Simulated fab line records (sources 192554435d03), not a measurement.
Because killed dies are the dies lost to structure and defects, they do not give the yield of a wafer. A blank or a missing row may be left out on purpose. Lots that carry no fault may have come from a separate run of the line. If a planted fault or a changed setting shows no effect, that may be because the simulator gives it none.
Chamber matching -- flow n5Finfet -- 4 sister chambers for N5_HKMG_FIN_ETCH_32 on rieDiel-01
The step etches SOC in N2/H2, target depth 240 nm, time 300 s. 7 wafers are shown with their chamber, then 10 later ones without.

== WAFERS PAIRED WITH THEIR CHAMBERS ==
wafer,chamber,showerheadPlenumPTorr (Torr),drypumpMotorCurrentA (A)
L077.5,1,2.73,5.7
L084.4,0,2.41,6.0
L086.3,2,2.59,5.2
L086.4,3,2.56,5.8
L086.6,3,2.56,5.7
L087.2,2,2.58,5.2
L087.3,0,2.41,6.0

== WAFERS WITH NO CHAMBER GIVEN ==
wafer,showerheadPlenumPTorr (Torr),drypumpMotorCurrentA (A)
L087.4,2.56,5.7
L089.2,2.72,5.7
L089.4,2.41,6.0
L089.5,2.72,5.7
L091.1,2.40,6.1
L091.5,2.55,5.7
L091.6,2.40,6.0
L093.2,2.55,5.7
L093.4,2.58,5.2
L093.6,2.40,6.0

== WHICH CHAMBER EACH WENT THROUGH ==
wafer,from the rows above,in truth
L087.4,3,3
L089.2,1,1
L089.4,0,0
L089.5,1,1
L091.1,0,0
L091.5,3,3
L091.6,0,0
L093.2,3,3
L093.4,2,2
L093.6,0,0
10 of 10 placed correctly. Number that these rows cannot place: 0. Number placed wrongly: 0.
How it was worked out, from the rows above alone: a wafer's distance from a chamber is the root of the sum, over the readings, of the square of ((its reading less the chamber's mean) divided by the reading's scatter). If the next closest chamber is less than 2 further off than the closest, the wafer can't be placed; otherwise it belongs to the closest. A chamber's mean is the mean of its shown wafers. The scatter is the square root of a quotient: the sum, over the shown wafers, of each reading's squared deviation from its chamber's mean, divided by wafers minus chambers.
